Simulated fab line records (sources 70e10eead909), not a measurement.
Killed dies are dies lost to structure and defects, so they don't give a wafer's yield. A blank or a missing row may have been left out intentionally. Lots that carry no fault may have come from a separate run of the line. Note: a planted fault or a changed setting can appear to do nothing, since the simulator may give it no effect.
fab line records / flow nand-harc
[record] lots = 12 wafers = 36 last-day = 25
route steps=1159 shown P_M1@310 P_M2@336
lots with no fault: from the same line, run without faults
start-h: hours from the record's opening day to when the first of the lot's shown wafers began / wait-h: hours elapsed since this lot's preceding step / " same as the row above / L1.1+2: one row covering several wafers at once / - no value, or no start given / * or withheld: withheld / < > ~ a bound
route shown NAME@n: names a module that has steps shown in the file, with the first one's number in the route / usual: mean/standard deviation of fault-free wafers / same: alike in all rows / chamber/n: place in a boat / sites: per-site readings / _std_site: standard deviation across them / _edge_site: outer sites' mean less inner sites' / radius-mm: for every site, how far away it sits from the centre of the wafer / mask NAME#n: copy n / behind: the most recent tool/chamber to have shaped the wafer / hold: the reason the lot was held/the length of the hold in hours/how it ended / device: transistor that didn't switch, given as n, p or np / end of line: the tests these same wafers got at the end of their route / where a step has no rows: the recipe by itself / killed: at the first sort, the dies lost to defects and structure; wafer yield is something else / map: the dies of a wafer, with x for killed, . for not killed, _ for no die there
set.NAME: the run value of the setting; set.NAME@STEP: its run value at that earlier step / model.NAME: the simulator's own value behind a step, which no gauge read
route steps across a sampled set of lots; one table per step, one row per wafer
services: from which hour (start-h, from the record's first day; less than 0 if before it) a tool's chamber was out of use, for how many hours, and why
[[steps]]
[step NHARC_P_M1_ANNEAL_31]
[recipe] temp-c = 225 time-s = 90
[usual] wafer_temp_C_max = 225.89/0.28
lot.wafer=L262.2 tool=rtp-anneal-02 chamber=0 start-h=125.56 wait-h=0.3 wafer_temp_C_max=226.06
lot.wafer=L262.3 tool=rtp-anneal-02 chamber=0 start-h=125.56 wait-h=0.3 wafer_temp_C_max=226.05
lot.wafer=L262.6 tool=rtp-anneal-02 chamber=0 start-h=125.56 wait-h=0.3 wafer_temp_C_max=225.94
lot.wafer=L261.1 tool=rtp-anneal-01 chamber=0 start-h=125.99 wait-h=- wafer_temp_C_max=226.52
lot.wafer=L261.3 tool=rtp-anneal-01 chamber=0 start-h=125.99 wait-h=- wafer_temp_C_max=225.92
lot.wafer=L261.6 tool=rtp-anneal-01 chamber=0 start-h=125.99 wait-h=- wafer_temp_C_max=226.55
lot.wafer=L263.1 tool=rtp-anneal-02 chamber=0 start-h=135.72 wait-h=0.3 wafer_temp_C_max=225.78
lot.wafer=L263.4 tool=rtp-anneal-02 chamber=0 start-h=135.72 wait-h=0.3 wafer_temp_C_max=225.80
lot.wafer=L263.5 tool=rtp-anneal-02 chamber=0 start-h=135.72 wait-h=0.3 wafer_temp_C_max=225.66
lot.wafer=L264.1 tool=rtp-anneal-02 chamber=0 start-h=136.71 wait-h=- wafer_temp_C_max=225.95
lot.wafer=L264.5 tool=rtp-anneal-02 chamber=0 start-h=136.71 wait-h=- wafer_temp_C_max=225.84
lot.wafer=L264.6 tool=rtp-anneal-02 chamber=0 start-h=136.71 wait-h=- wafer_temp_C_max=225.57
lot.wafer=L266.1 tool=rtp-anneal-01 chamber=0 start-h=152.62 wait-h=- wafer_temp_C_max=226.33
lot.wafer=L266.4 tool=rtp-anneal-01 chamber=0 start-h=152.62 wait-h=- wafer_temp_C_max=225.93
lot.wafer=L266.6 tool=rtp-anneal-01 chamber=0 start-h=152.62 wait-h=- wafer_temp_C_max=226.79
lot.wafer=L268.1 tool=rtp-anneal-02 chamber=0 start-h=161.77 wait-h=0.3 wafer_temp_C_max=225.59
lot.wafer=L268.3 tool=rtp-anneal-02 chamber=0 start-h=161.77 wait-h=0.3 wafer_temp_C_max=225.53
lot.wafer=L268.4 tool=rtp-anneal-02 chamber=0 start-h=161.77 wait-h=0.3 wafer_temp_C_max=225.46
lot.wafer=L271.3 tool=rtp-anneal-02 chamber=0 start-h=192.12 wait-h=- wafer_temp_C_max=225.86
lot.wafer=L271.5 tool=rtp-anneal-02 chamber=0 start-h=192.12 wait-h=- wafer_temp_C_max=225.51
lot.wafer=L271.6 tool=rtp-anneal-02 chamber=0 start-h=192.12 wait-h=- wafer_temp_C_max=225.72
lot.wafer=L273.1 tool=rtp-anneal-01 chamber=0 start-h=202.41 wait-h=- wafer_temp_C_max=226.01
lot.wafer=L273.4 tool=rtp-anneal-01 chamber=0 start-h=202.41 wait-h=- wafer_temp_C_max=226.23
lot.wafer=L273.6 tool=rtp-anneal-01 chamber=0 start-h=202.41 wait-h=- wafer_temp_C_max=225.85
lot.wafer=L275.1 tool=rtp-anneal-01 chamber=0 start-h=204.22 wait-h=- wafer_temp_C_max=226.13
lot.wafer=L275.3 tool=rtp-anneal-01 chamber=0 start-h=204.22 wait-h=- wafer_temp_C_max=226.38
lot.wafer=L275.5 tool=rtp-anneal-01 chamber=0 start-h=204.22 wait-h=- wafer_temp_C_max=226.22
lot.wafer=L279.1 tool=rtp-anneal-01 chamber=0 start-h=229.47 wait-h=0.4 wafer_temp_C_max=225.72
lot.wafer=L279.5 tool=rtp-anneal-01 chamber=0 start-h=229.47 wait-h=0.4 wafer_temp_C_max=225.99
lot.wafer=L279.6 tool=rtp-anneal-01 chamber=0 start-h=229.47 wait-h=0.4 wafer_temp_C_max=226.24
lot.wafer=L283.2 tool=rtp-anneal-02 chamber=0 start-h=255.63 wait-h=0.4 wafer_temp_C_max=225.74
lot.wafer=L283.4 tool=rtp-anneal-02 chamber=0 start-h=255.63 wait-h=0.4 wafer_temp_C_max=225.66
lot.wafer=L283.5 tool=rtp-anneal-02 chamber=0 start-h=255.63 wait-h=0.4 wafer_temp_C_max=225.52
lot.wafer=L284.1 tool=rtp-anneal-02 chamber=0 start-h=265.51 wait-h=0.5 wafer_temp_C_max=225.67
lot.wafer=L284.3 tool=rtp-anneal-02 chamber=0 start-h=265.51 wait-h=0.5 wafer_temp_C_max=225.50
lot.wafer=L284.6 tool=rtp-anneal-02 chamber=0 start-h=265.51 wait-h=0.5 wafer_temp_C_max=225.63
[step NHARC_P_M2_ETCH_28]
[recipe] target-depth-a = 300 over-etch-frac = 0.3 time-s = 72.99 ion-energy-ev = 150 cf4-flow-sccm = 50 n2-flow-sccm = 100 ar-flow-sccm = 150 rf-w = 300 bias-w = 100 chemistry = CF4/N2
[usual] drypump-motor-current-A = 5.6/0.62 oes-product-au = 1.000/0.0081 rf-vpp-V = 315.3/1.8 showerhead-plenum-p-Torr = 2.69/0.095 throttle-valve-pct = 19.794/0.0094
lot.wafer=L262.2 tool=rie-diel-03 chamber=0 start-h=128.52 wait-h=- drypump-motor-current-A=6.5 oes-product-au=0.985 rf-hours-counter-h=3 rf-vpp-V=317.1 showerhead-plenum-p-Torr=2.77 throttle-valve-pct=19.794
lot.wafer=L262.3 tool=rie-diel-03 chamber=3 start-h=128.52 wait-h=- drypump-motor-current-A=5.2 oes-product-au=1.004 rf-hours-counter-h=3 rf-vpp-V=315.8 showerhead-plenum-p-Torr=2.76 throttle-valve-pct=19.790
lot.wafer=L262.6 tool=rie-diel-03 chamber=1 start-h=128.52 wait-h=- drypump-motor-current-A=4.8 oes-product-au=0.996 rf-hours-counter-h=- rf-vpp-V=316.2 showerhead-plenum-p-Torr=2.72 throttle-valve-pct=19.799
lot.wafer=L261.1 tool=rie-diel-03 chamber=3 start-h=129.00 wait-h=- drypump-motor-current-A=5.2 oes-product-au=1.011 rf-hours-counter-h=3 rf-vpp-V=317.3 showerhead-plenum-p-Torr=2.76 throttle-valve-pct=19.776
lot.wafer=L261.3 tool=rie-diel-03 chamber=0 start-h=129.00 wait-h=- drypump-motor-current-A=6.6 oes-product-au=1.001 rf-hours-counter-h=3 rf-vpp-V=316.8 showerhead-plenum-p-Torr=2.77 throttle-valve-pct=19.796
lot.wafer=L261.6 tool=rie-diel-03 chamber=3 start-h=129.00 wait-h=- drypump-motor-current-A=5.2 oes-product-au=1.013 rf-hours-counter-h=- rf-vpp-V=316.4 showerhead-plenum-p-Torr=2.76 throttle-valve-pct=19.784
lot.wafer=L263.4 tool=rie-diel-04 chamber=0 start-h=138.94 wait-h=- drypump-motor-current-A=5.9 oes-product-au=0.999 rf-hours-counter-h=3 rf-vpp-V=315.7 showerhead-plenum-p-Torr=2.69 throttle-valve-pct=19.789
lot.wafer=L263.1 tool=rie-diel-04 chamber=2 start-h=138.94 wait-h=- drypump-motor-current-A=5.8 oes-product-au=0.990 rf-hours-counter-h=2 rf-vpp-V=314.2 showerhead-plenum-p-Torr=2.61 throttle-valve-pct=19.790
lot.wafer=L263.5 tool=rie-diel-04 chamber=3 start-h=138.94 wait-h=- drypump-motor-current-A=5.1 oes-product-au=0.999 rf-hours-counter-h=- rf-vpp-V=312.6 showerhead-plenum-p-Torr=2.52 throttle-valve-pct=19.796
lot.wafer=L264.1 tool=rie-diel-04 chamber=2 start-h=139.96 wait-h=- drypump-motor-current-A=5.9 oes-product-au=1.011 rf-hours-counter-h=2 rf-vpp-V=313.6 showerhead-plenum-p-Torr=2.61 throttle-valve-pct=19.792
lot.wafer=L264.5 tool=rie-diel-04 chamber=3 start-h=139.96 wait-h=- drypump-motor-current-A=5.1 oes-product-au=0.995 rf-hours-counter-h=- rf-vpp-V=311.8 showerhead-plenum-p-Torr=2.52 throttle-valve-pct=19.797
lot.wafer=L264.6 tool=rie-diel-04 chamber=0 start-h=139.96 wait-h=- drypump-motor-current-A=5.8 oes-product-au=0.997 rf-hours-counter-h=- rf-vpp-V=316.2 showerhead-plenum-p-Torr=2.69 throttle-valve-pct=19.789
lot.wafer=L266.4 tool=rie-diel-04 chamber=3 start-h=156.04 wait-h=- drypump-motor-current-A=5.1 oes-product-au=0.999 rf-hours-counter-h=5 rf-vpp-V=314.3 showerhead-plenum-p-Torr=2.52 throttle-valve-pct=19.796
lot.wafer=L266.1 tool=rie-diel-04 chamber=0 start-h=156.04 wait-h=- drypump-motor-current-A=5.9 oes-product-au=0.993 rf-hours-counter-h=5 rf-vpp-V=315.2 showerhead-plenum-p-Torr=2.69 throttle-valve-pct=19.794
lot.wafer=L266.6 tool=rie-diel-04 chamber=2 start-h=156.04 wait-h=- drypump-motor-current-A=5.8 oes-product-au=1.002 rf-hours-counter-h=- rf-vpp-V=314.2 showerhead-plenum-p-Torr=2.61 throttle-valve-pct=19.781
lot.wafer=L268.1 tool=rie-diel-03 chamber=0 start-h=165.12 wait-h=- drypump-motor-current-A=6.5 oes-product-au=0.998 rf-hours-counter-h=5 rf-vpp-V=316.2 showerhead-plenum-p-Torr=2.77 throttle-valve-pct=19.791
lot.wafer=L268.4 tool=rie-diel-03 chamber=1 start-h=165.12 wait-h=- drypump-motor-current-A=4.8 oes-product-au=0.992 rf-hours-counter-h=5 rf-vpp-V=314.2 showerhead-plenum-p-Torr=2.72 throttle-valve-pct=19.774
lot.wafer=L268.3 tool=rie-diel-03 chamber=2 start-h=165.12 wait-h=- drypump-motor-current-A=5.0 oes-product-au=0.987 rf-hours-counter-h=5 rf-vpp-V=314.1 showerhead-plenum-p-Torr=2.55 throttle-valve-pct=19.791
lot.wafer=L271.3 tool=rie-diel-06 chamber=0 start-h=195.09 wait-h=- drypump-motor-current-A=5.9 oes-product-au=1.000 rf-hours-counter-h=44 rf-vpp-V=316.7 showerhead-plenum-p-Torr=2.70 throttle-valve-pct=19.809
lot.wafer=L271.6 tool=rie-diel-06 chamber=1 start-h=195.09 wait-h=- drypump-motor-current-A=6.5 oes-product-au=0.995 rf-hours-counter-h=- rf-vpp-V=315.7 showerhead-plenum-p-Torr=2.76 throttle-valve-pct=19.783
lot.wafer=L271.5 tool=rie-diel-06 chamber=2 start-h=195.09 wait-h=- drypump-motor-current-A=6.4 oes-product-au=0.998 rf-hours-counter-h=- rf-vpp-V=314.8 showerhead-plenum-p-Torr=2.69 throttle-valve-pct=19.809
lot.wafer=L273.4 tool=rie-diel-03 chamber=0 start-h=205.32 wait-h=- drypump-motor-current-A=6.6 oes-product-au=1.002 rf-hours-counter-h=6 rf-vpp-V=317.0 showerhead-plenum-p-Torr=2.77 throttle-valve-pct=19.799
lot.wafer=L273.1 tool=rie-diel-03 chamber=2 start-h=205.32 wait-h=- drypump-motor-current-A=5.0 oes-product-au=0.982 rf-hours-counter-h=6 rf-vpp-V=312.2 showerhead-plenum-p-Torr=2.55 throttle-valve-pct=19.796
lot.wafer=L273.6 tool=rie-diel-03 chamber=0 start-h=205.32 wait-h=- drypump-motor-current-A=6.5 oes-product-au=0.991 rf-hours-counter-h=- rf-vpp-V=318.1 showerhead-plenum-p-Torr=2.77 throttle-valve-pct=19.806
lot.wafer=L275.1 tool=rie-diel-03 chamber=0 start-h=207.14 wait-h=- drypump-motor-current-A=6.6 oes-product-au=1.005 rf-hours-counter-h=6 rf-vpp-V=317.4 showerhead-plenum-p-Torr=2.77 throttle-valve-pct=19.805
lot.wafer=L275.3 tool=rie-diel-03 chamber=1 start-h=207.14 wait-h=- drypump-motor-current-A=4.9 oes-product-au=0.858 rf-hours-counter-h=6 rf-vpp-V=315.3 showerhead-plenum-p-Torr=2.72 throttle-valve-pct=19.799
lot.wafer=L275.5 tool=rie-diel-03 chamber=0 start-h=207.14 wait-h=- drypump-motor-current-A=6.5 oes-product-au=1.012 rf-hours-counter-h=- rf-vpp-V=316.6 showerhead-plenum-p-Torr=2.77 throttle-valve-pct=19.797
lot.wafer=L279.1 tool=rie-diel-04 chamber=0 start-h=232.53 wait-h=- drypump-motor-current-A=5.9 oes-product-au=0.991 rf-hours-counter-h=23 rf-vpp-V=313.7 showerhead-plenum-p-Torr=2.68 throttle-valve-pct=19.806
lot.wafer=L279.5 tool=rie-diel-04 chamber=1 start-h=232.53 wait-h=- drypump-motor-current-A=5.5 oes-product-au=0.996 rf-hours-counter-h=- rf-vpp-V=316.8 showerhead-plenum-p-Torr=2.80 throttle-valve-pct=19.818
lot.wafer=L279.6 tool=rie-diel-04 chamber=2 start-h=232.53 wait-h=- drypump-motor-current-A=5.8 oes-product-au=1.000 rf-hours-counter-h=- rf-vpp-V=314.8 showerhead-plenum-p-Torr=2.60 throttle-valve-pct=19.792
lot.wafer=L283.2 tool=rie-diel-06 chamber=3 start-h=258.53 wait-h=- drypump-motor-current-A=6.3 oes-product-au=1.005 rf-hours-counter-h=3 rf-vpp-V=309.0 showerhead-plenum-p-Torr=2.45 throttle-valve-pct=19.771
lot.wafer=L283.4 tool=rie-diel-06 chamber=0 start-h=258.53 wait-h=- drypump-motor-current-A=5.9 oes-product-au=0.995 rf-hours-counter-h=2 rf-vpp-V=316.0 showerhead-plenum-p-Torr=2.69 throttle-valve-pct=19.804
lot.wafer=L283.5 tool=rie-diel-06 chamber=1 start-h=258.53 wait-h=- drypump-motor-current-A=6.5 oes-product-au=0.999 rf-hours-counter-h=- rf-vpp-V=315.1 showerhead-plenum-p-Torr=2.75 throttle-valve-pct=19.814
lot.wafer=L284.1 tool=rie-diel-04 chamber=1 start-h=268.55 wait-h=- drypump-motor-current-A=5.5 oes-product-au=0.991 rf-hours-counter-h=26 rf-vpp-V=316.5 showerhead-plenum-p-Torr=2.80 throttle-valve-pct=19.782
lot.wafer=L284.3 tool=rie-diel-04 chamber=2 start-h=268.55 wait-h=- drypump-motor-current-A=5.8 oes-product-au=0.994 rf-hours-counter-h=26 rf-vpp-V=313.1 showerhead-plenum-p-Torr=2.60 throttle-valve-pct=19.820
lot.wafer=L284.6 tool=rie-diel-04 chamber=0 start-h=268.55 wait-h=- drypump-motor-current-A=5.9 oes-product-au=0.997 rf-hours-counter-h=- rf-vpp-V=313.9 showerhead-plenum-p-Torr=2.68 throttle-valve-pct=19.784
[step NHARC_P_M2_DEGAS_29]
[recipe] temp-c = 250 time-s = 60
[usual] heater-power-w = 335/29 susceptor-temp-C = 250.02/0.17
lot.wafer=L262.3 tool=pvd-sputter-02 chamber=- start-h=128.94 wait-h=- heater-power-w=339 susceptor-temp-C=250.00
lot.wafer=L262.2 tool=pvd-sputter-02 chamber=- start-h=128.94 wait-h=- heater-power-w=315 susceptor-temp-C=250.10
lot.wafer=L262.6 tool=pvd-sputter-02 chamber=- start-h=128.94 wait-h=- heater-power-w=356 susceptor-temp-C=249.85
lot.wafer=L261.3 tool=pvd-sputter-03 chamber=- start-h=129.41 wait-h=- heater-power-w=341 susceptor-temp-C=250.60
lot.wafer=L261.1 tool=pvd-sputter-03 chamber=- start-h=129.41 wait-h=- heater-power-w=375 susceptor-temp-C=249.94
lot.wafer=L261.6 tool=pvd-sputter-03 chamber=- start-h=129.41 wait-h=- heater-power-w=344 susceptor-temp-C=250.41
lot.wafer=L263.1 tool=pvd-sputter-01 chamber=- start-h=139.34 wait-h=- heater-power-w=351 susceptor-temp-C=-
lot.wafer=L263.4 tool=pvd-sputter-01 chamber=- start-h=139.34 wait-h=- heater-power-w=416 susceptor-temp-C=-
lot.wafer=L263.5 tool=pvd-sputter-01 chamber=- start-h=139.34 wait-h=- heater-power-w=353 susceptor-temp-C=-
lot.wafer=L264.1 tool=pvd-sputter-02 chamber=- start-h=140.35 wait-h=- heater-power-w=340 susceptor-temp-C=250.07
lot.wafer=L264.6 tool=pvd-sputter-02 chamber=- start-h=140.35 wait-h=- heater-power-w=357 susceptor-temp-C=249.84
lot.wafer=L264.5 tool=pvd-sputter-02 chamber=- start-h=140.35 wait-h=- heater-power-w=309 susceptor-temp-C=249.73
lot.wafer=L266.4 tool=pvd-sputter-02 chamber=- start-h=156.43 wait-h=- heater-power-w=336 susceptor-temp-C=250.15
lot.wafer=L266.1 tool=pvd-sputter-02 chamber=- start-h=156.43 wait-h=- heater-power-w=319 susceptor-temp-C=250.11
lot.wafer=L266.6 tool=pvd-sputter-02 chamber=- start-h=156.43 wait-h=- heater-power-w=316 susceptor-temp-C=250.19
lot.wafer=L268.1 tool=pvd-sputter-02 chamber=- start-h=165.53 wait-h=- heater-power-w=341 susceptor-temp-C=249.97
lot.wafer=L268.3 tool=pvd-sputter-02 chamber=- start-h=165.53 wait-h=- heater-power-w=361 susceptor-temp-C=250.17
lot.wafer=L268.4 tool=pvd-sputter-02 chamber=- start-h=165.53 wait-h=- heater-power-w=317 susceptor-temp-C=250.16
lot.wafer=L271.3 tool=pvd-sputter-01 chamber=- start-h=195.52 wait-h=- heater-power-w=346 susceptor-temp-C=-
lot.wafer=L271.5 tool=pvd-sputter-01 chamber=- start-h=195.52 wait-h=- heater-power-w=333 susceptor-temp-C=-
lot.wafer=L271.6 tool=pvd-sputter-01 chamber=- start-h=195.52 wait-h=- heater-power-w=358 susceptor-temp-C=-
lot.wafer=L273.1 tool=pvd-sputter-01 chamber=- start-h=205.72 wait-h=- heater-power-w=371 susceptor-temp-C=249.61
lot.wafer=L273.4 tool=pvd-sputter-01 chamber=- start-h=205.72 wait-h=- heater-power-w=382 susceptor-temp-C=249.81
lot.wafer=L273.6 tool=pvd-sputter-01 chamber=- start-h=205.72 wait-h=- heater-power-w=336 susceptor-temp-C=249.91
lot.wafer=L275.3 tool=pvd-sputter-02 chamber=- start-h=207.54 wait-h=- heater-power-w=366 susceptor-temp-C=250.05
lot.wafer=L275.1 tool=pvd-sputter-02 chamber=- start-h=207.54 wait-h=- heater-power-w=318 susceptor-temp-C=250.27
lot.wafer=L275.5 tool=pvd-sputter-02 chamber=- start-h=207.54 wait-h=- heater-power-w=311 susceptor-temp-C=250.10
lot.wafer=L279.1 tool=pvd-sputter-03 chamber=- start-h=232.93 wait-h=- heater-power-w=358 susceptor-temp-C=249.86
lot.wafer=L279.6 tool=pvd-sputter-03 chamber=- start-h=232.93 wait-h=- heater-power-w=270 susceptor-temp-C=250.28
lot.wafer=L279.5 tool=pvd-sputter-03 chamber=- start-h=232.93 wait-h=- heater-power-w=352 susceptor-temp-C=250.07
lot.wafer=L283.4 tool=pvd-sputter-02 chamber=- start-h=258.92 wait-h=- heater-power-w=359 susceptor-temp-C=249.79
lot.wafer=L283.2 tool=pvd-sputter-02 chamber=- start-h=258.92 wait-h=- heater-power-w=305 susceptor-temp-C=250.07
lot.wafer=L283.5 tool=pvd-sputter-02 chamber=- start-h=258.92 wait-h=- heater-power-w=354 susceptor-temp-C=250.07
lot.wafer=L284.3 tool=pvd-sputter-02 chamber=- start-h=268.97 wait-h=- heater-power-w=334 susceptor-temp-C=250.13
lot.wafer=L284.1 tool=pvd-sputter-02 chamber=- start-h=268.97 wait-h=- heater-power-w=342 susceptor-temp-C=250.02
lot.wafer=L284.6 tool=pvd-sputter-02 chamber=- start-h=268.97 wait-h=- heater-power-w=336 susceptor-temp-C=250.19
[step NHARC_P_M2_DEP_33]
[recipe] target-thk-a = 300 temp-c = 370 target-thk-nm = 30 pressure-torr = 3 flow-sccm = 200 rf-w = 450 material = SiCN
[usual] heater-power-w = 566/110 susceptor-temp-C = 370.02/0.2
lot.wafer=L262.3 tool=pecvd-03 chamber=0 start-h=130.66 wait-h=0.1 heater-power-w=807 susceptor-temp-C=370.03
lot.wafer=L262.2 tool=pecvd-03 chamber=1 start-h=130.66 wait-h=0.1 heater-power-w=535 susceptor-temp-C=369.94
lot.wafer=L262.6 tool=pecvd-03 chamber=2 start-h=130.66 wait-h=0.1 heater-power-w=549 susceptor-temp-C=369.61
lot.wafer=L261.3 tool=pecvd-03 chamber=2 start-h=131.10 wait-h=0.1 heater-power-w=574 susceptor-temp-C=370.28
lot.wafer=L261.1 tool=pecvd-03 chamber=1 start-h=131.10 wait-h=0.1 heater-power-w=463 susceptor-temp-C=369.91
lot.wafer=L261.6 tool=pecvd-03 chamber=0 start-h=131.10 wait-h=0.1 heater-power-w=766 susceptor-temp-C=369.95
lot.wafer=L263.1 tool=pecvd-04 chamber=0 start-h=141.15 wait-h=0.1 heater-power-w=380 susceptor-temp-C=369.97
lot.wafer=L263.4 tool=pecvd-04 chamber=2 start-h=141.15 wait-h=0.1 heater-power-w=520 susceptor-temp-C=369.89
lot.wafer=L263.5 tool=pecvd-04 chamber=2 start-h=141.15 wait-h=0.1 heater-power-w=518 susceptor-temp-C=369.43
lot.wafer=L264.1 tool=pecvd-02 chamber=1 start-h=142.03 wait-h=0.1 heater-power-w=597 susceptor-temp-C=370.03
lot.wafer=L264.5 tool=pecvd-02 chamber=1 start-h=142.03 wait-h=0.1 heater-power-w=589 susceptor-temp-C=370.39
lot.wafer=L264.6 tool=pecvd-02 chamber=0 start-h=142.03 wait-h=0.1 heater-power-w=560 susceptor-temp-C=369.90
lot.wafer=L266.1 tool=pecvd-03 chamber=1 start-h=158.22 wait-h=0.1 heater-power-w=488 susceptor-temp-C=370.09
lot.wafer=L266.6 tool=pecvd-03 chamber=0 start-h=158.22 wait-h=0.1 heater-power-w=703 susceptor-temp-C=369.96
lot.wafer=L266.4 tool=pecvd-03 chamber=1 start-h=158.22 wait-h=0.1 heater-power-w=480 susceptor-temp-C=369.96
lot.wafer=L268.1 tool=pecvd-03 chamber=2 start-h=167.68 wait-h=0.1 heater-power-w=568 susceptor-temp-C=370.32
lot.wafer=L268.3 tool=pecvd-03 chamber=1 start-h=167.68 wait-h=0.1 heater-power-w=482 susceptor-temp-C=370.04
lot.wafer=L268.4 tool=pecvd-03 chamber=0 start-h=167.68 wait-h=0.1 heater-power-w=696 susceptor-temp-C=369.92
lot.wafer=L271.3 tool=pecvd-03 chamber=0 start-h=197.29 wait-h=0.1 heater-power-w=687 susceptor-temp-C=370.23
lot.wafer=L271.6 tool=pecvd-03 chamber=1 start-h=197.29 wait-h=0.1 heater-power-w=526 susceptor-temp-C=369.80
lot.wafer=L271.5 tool=pecvd-03 chamber=0 start-h=197.29 wait-h=0.1 heater-power-w=672 susceptor-temp-C=370.51
lot.wafer=L273.1 tool=pecvd-03 chamber=1 start-h=207.85 wait-h=0.1 heater-power-w=496 susceptor-temp-C=370.19
lot.wafer=L273.4 tool=pecvd-03 chamber=0 start-h=207.85 wait-h=0.1 heater-power-w=710 susceptor-temp-C=370.14
lot.wafer=L273.6 tool=pecvd-03 chamber=1 start-h=207.85 wait-h=0.1 heater-power-w=500 susceptor-temp-C=370.14
lot.wafer=L275.1 tool=pecvd-03 chamber=1 start-h=209.43 wait-h=0.1 heater-power-w=474 susceptor-temp-C=369.98
lot.wafer=L275.3 tool=pecvd-03 chamber=2 start-h=209.43 wait-h=0.1 heater-power-w=566 susceptor-temp-C=369.98
lot.wafer=L275.5 tool=pecvd-03 chamber=2 start-h=209.43 wait-h=0.1 heater-power-w=568 susceptor-temp-C=369.86
lot.wafer=L279.1 tool=pecvd-03 chamber=2 start-h=235.13 wait-h=0.1 heater-power-w=510 susceptor-temp-C=369.80
lot.wafer=L279.6 tool=pecvd-03 chamber=2 start-h=235.13 wait-h=0.1 heater-power-w=506 susceptor-temp-C=369.81
lot.wafer=L279.5 tool=pecvd-03 chamber=0 start-h=235.13 wait-h=0.1 heater-power-w=653 susceptor-temp-C=370.17
lot.wafer=L283.2 tool=pecvd-03 chamber=0 start-h=260.87 wait-h=0.1 heater-power-w=685 susceptor-temp-C=370.24
lot.wafer=L283.4 tool=pecvd-03 chamber=2 start-h=260.87 wait-h=0.1 heater-power-w=559 susceptor-temp-C=369.87
lot.wafer=L283.5 tool=pecvd-03 chamber=0 start-h=260.87 wait-h=0.1 heater-power-w=687 susceptor-temp-C=370.23
lot.wafer=L284.1 tool=pecvd-04 chamber=2 start-h=271.03 wait-h=0.1 heater-power-w=482 susceptor-temp-C=370.43
lot.wafer=L284.3 tool=pecvd-04 chamber=0 start-h=271.03 wait-h=0.1 heater-power-w=453 susceptor-temp-C=369.87
lot.wafer=L284.6 tool=pecvd-04 chamber=1 start-h=271.03 wait-h=0.1 heater-power-w=784 susceptor-temp-C=369.88
[[services]]
tool=pecvd-03 chamber=- start-h=111.09 hours=13.0 kind=pm
tool=rie-diel-04 chamber=- start-h=112.00 hours=9.0 kind=pm
tool=pecvd-04 chamber=1 start-h=115.35 hours=6.2 kind=repair
tool=pecvd-04 chamber=1 start-h=130.74 hours=51.2 kind=repair
tool=rie-diel-03 chamber=1 start-h=137.31 hours=9.3 kind=repair
tool=pvd-sputter-03 chamber=- start-h=140.79 hours=10.0 kind=pm
tool=pvd-sputter-02 chamber=- start-h=142.52 hours=9.4 kind=repair
tool=rie-diel-03 chamber=3 start-h=142.81 hours=4.2 kind=repair
tool=pvd-sputter-01 chamber=- start-h=158.00 hours=10.0 kind=pm
tool=rtp-anneal-02 chamber=- start-h=162.90 hours=3.9 kind=repair
tool=pecvd-04 chamber=2 start-h=182.93 hours=9.7 kind=repair
tool=rie-diel-06 chamber=3 start-h=190.61 hours=4.7 kind=repair
tool=pecvd-04 chamber=- start-h=195.00 hours=13.0 kind=pm
tool=rie-diel-06 chamber=1 start-h=199.82 hours=13.2 kind=repair
tool=rie-diel-04 chamber=- start-h=212.19 hours=0.4 kind=repair
tool=pvd-sputter-02 chamber=- start-h=214.00 hours=10.0 kind=pm
tool=rie-diel-03 chamber=- start-h=215.30 hours=9.0 kind=pm
tool=rie-diel-03 chamber=- start-h=245.91 hours=50.1 kind=repair
tool=pvd-sputter-02 chamber=- start-h=250.14 hours=2.0 kind=repair
tool=rie-diel-04 chamber=1 start-h=251.13 hours=11.7 kind=repair
tool=pvd-sputter-02 chamber=- start-h=264.23 hours=1.5 kind=repair
tool=rie-diel-04 chamber=3 start-h=267.47 hours=9.2 kind=repair
tool=pvd-sputter-01 chamber=- start-h=268.12 hours=9.5 kind=repair
tool=rie-diel-04 chamber=0 start-h=271.12 hours=15.1 kind=repair
[[key]]
[first-sign] step = NHARC_P_M2_ETCH_28 reading = oes-product-au direction = down sigmas = 17 usual = 1.000 struck = 0.858
effect none on later readings
met-at NHARC_P_M2_ETCH_28
struck-lots L275
struck-wafers L275.3
not-acting-at NHARC_P_M1_ANNEAL_31,NHARC_P_M2_DEGAS_29,NHARC_P_M2_DEP_33
onset-between 165.12 207.14
[fault] kind = process-parameter-drift tool = rie-diel-03 chamber = 1 onset-h = 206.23 steps = NHARC_P_M2_ETCH_28 channel = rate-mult offset = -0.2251 shape = step end-h = 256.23
